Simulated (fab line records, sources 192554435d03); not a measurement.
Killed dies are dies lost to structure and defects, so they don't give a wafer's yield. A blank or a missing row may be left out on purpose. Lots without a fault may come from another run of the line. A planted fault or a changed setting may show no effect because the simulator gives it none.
Which tool did it? | flow n5_finfet | 12 lots, 36 wafers sampled, at 4 steps of a route of 1938

WHAT THE GAUGES READ, wafer by wafer
The record holds no reading of a measuring or inspecting step that can be judged against a usual standard deviation.

WHICH TOOL RAN EACH LOT (tool, then ch and the chambers of the sampled wafers, then the start)
lot  | N5_BEOL_M6_PRE_CLEAN_45      | N5_BEOL_M6_SURFACE_TREAT_79  | N5_BEOL_M6_ANNEAL_51             | N5_BEOL_M7_COAT_59
L928 | pvd_sputter-01, day 8 15:02  | pvd_sputter-01, day 8 15:34  | rtp_anneal-02 ch 0, day 8 18:10  | litho_track-03 ch 0, day 8 20:07
L931 | pvd_sputter-03, day 9 01:45  | pvd_sputter-01, day 9 02:07  | rtp_anneal-01 ch 0, day 9 02:49  | litho_track-01 ch 0, day 9 05:58
L930 | pvd_sputter-01, day 9 02:12  | pvd_sputter-01, day 9 02:37  | rtp_anneal-02 ch 0, day 9 03:32  | litho_track-05 ch 0, day 9 06:19
L932 | pvd_sputter-02, day 9 13:17  | pvd_sputter-01, day 9 13:43  | rtp_anneal-02 ch 0, day 9 14:34  | litho_track-01 ch 0, day 9 16:23
L934 | pvd_sputter-02, day 10 04:47 | pvd_sputter-01, day 10 05:23 | rtp_anneal-01 ch 0, day 10 07:22 | litho_track-05 ch 0, day 10 09:05
L937 | pvd_sputter-01, day 10 13:28 | pvd_sputter-01, day 10 13:53 | rtp_anneal-02 ch 0, day 10 14:34 | litho_track-03 ch 0, day 10 19:37
L936 | pvd_sputter-01, day 10 20:40 | pvd_sputter-02, day 10 21:02 | rtp_anneal-01 ch 0, day 10 22:16 | litho_track-01 ch 0, day 11 01:01
L940 | pvd_sputter-02, day 11 18:52 | pvd_sputter-02, day 11 19:15 | rtp_anneal-01 ch 0, day 11 19:43 | litho_track-05 ch 0, day 11 22:04
L943 | pvd_sputter-02, day 12 12:59 | pvd_sputter-01, day 12 13:20 | rtp_anneal-02 ch 0, day 12 14:02 | litho_track-03 ch 0, day 12 16:29
L945 | pvd_sputter-02, day 12 17:16 | pvd_sputter-02, day 12 19:19 | rtp_anneal-01 ch 0, day 12 19:46 | litho_track-05 ch 0, day 12 22:54
L944 | pvd_sputter-02, day 12 20:20 | pvd_sputter-03, day 12 20:44 | rtp_anneal-01 ch 0, day 12 21:13 | litho_track-05 ch 0, day 12 23:47
L950 | pvd_sputter-02, day 14 00:27 | pvd_sputter-01, day 14 01:33 | rtp_anneal-02 ch 0, day 14 05:12 | litho_track-01 ch 0, day 14 07:16
- N5_BEOL_M6_PRE_CLEAN_45: time 30 s.
- N5_BEOL_M6_SURFACE_TREAT_79
- N5_BEOL_M6_ANNEAL_51: time 90 s.
- N5_BEOL_M7_COAT_59: time 60 s, resist thk 100 nm.

WHAT THE TOOLS THEMSELVES READ (means of the sampled wafers that have a number; where no wafer has one, the mark that the record gives instead)
N5_BEOL_M6_PRE_CLEAN_45.
lot  | tool           | heater_power_w (W)
L928 | pvd_sputter-01 | 355
L931 | pvd_sputter-03 | 341
L930 | pvd_sputter-01 | 341
L932 | pvd_sputter-02 | 337
L934 | pvd_sputter-02 | 317
L937 | pvd_sputter-01 | 364
L936 | pvd_sputter-01 | 346
L940 | pvd_sputter-02 | 325
L943 | pvd_sputter-02 | 338
L945 | pvd_sputter-02 | 320
L944 | pvd_sputter-02 | 319
L950 | pvd_sputter-02 | 338

N5_BEOL_M6_ANNEAL_51.
lot  | tool          | wafer_temp_C_max
L928 | rtp_anneal-02 | 226.16
L931 | rtp_anneal-01 | 225.98
L930 | rtp_anneal-02 | 226.20
L932 | rtp_anneal-02 | 226.19
L934 | rtp_anneal-01 | 225.78
L937 | rtp_anneal-02 | 226.42
L936 | rtp_anneal-01 | 226.04
L940 | rtp_anneal-01 | 225.99
L943 | rtp_anneal-02 | 225.91
L945 | rtp_anneal-01 | 226.07
L944 | rtp_anneal-01 | 226.26
L950 | rtp_anneal-02 | 225.99

N5_BEOL_M7_COAT_59.
lot  | tool           | spin_speed_rpm (rpm)
L928 | litho_track-03 | 1499.0
L931 | litho_track-01 | 1500.6
L930 | litho_track-05 | 1499.8
L932 | litho_track-01 | 1498.8
L934 | litho_track-05 | 1500.4
L937 | litho_track-03 | 1501.0
L936 | litho_track-01 | 1499.1
L940 | litho_track-05 | 1500.7
L943 | litho_track-03 | 1499.8
L945 | litho_track-05 | 1668.7
L944 | litho_track-05 | 1669.2
L950 | litho_track-01 | 1499.5

THE ANSWER, worked out from the rows above alone
Rule: what is usual is taken from the lots themselves. Put in order of their means at a reading, lots are off if they are a third of the lots or fewer, leave a main group of 4 or more, and stand apart from it by a gap of 3 or more times the standard deviation of the main group's means; of several such gaps the widest counts. A main group whose means are all the same, to the digits that the tables above print for the reading, isn't used. A lot without any number at a reading at which 4 lots or more have one is off too. The other lots that the step has rows for count as sound. The gauges are gone through in route order, then the tools' own readings, and for those a lot's mean is taken as printed above. The first step at which some lot is off is used, and at that step the reading that is off furthest; a lot without a number counts as furthest.
Off: L945, L944, at N5_BEOL_M7_COAT_59 (spin_speed_rpm). The main group: mean 1499.9 rpm, standard deviation 0.74.
A tool fits if, at that step or a process step before it, it ran every lot that is off, and no sound lot after the first of them. Can't be told from this: 2 tools fit, rtp_anneal-01 at N5_BEOL_M6_ANNEAL_51, litho_track-05 at N5_BEOL_M7_COAT_59.

WHAT THE SIMULATOR HAD PUT IN
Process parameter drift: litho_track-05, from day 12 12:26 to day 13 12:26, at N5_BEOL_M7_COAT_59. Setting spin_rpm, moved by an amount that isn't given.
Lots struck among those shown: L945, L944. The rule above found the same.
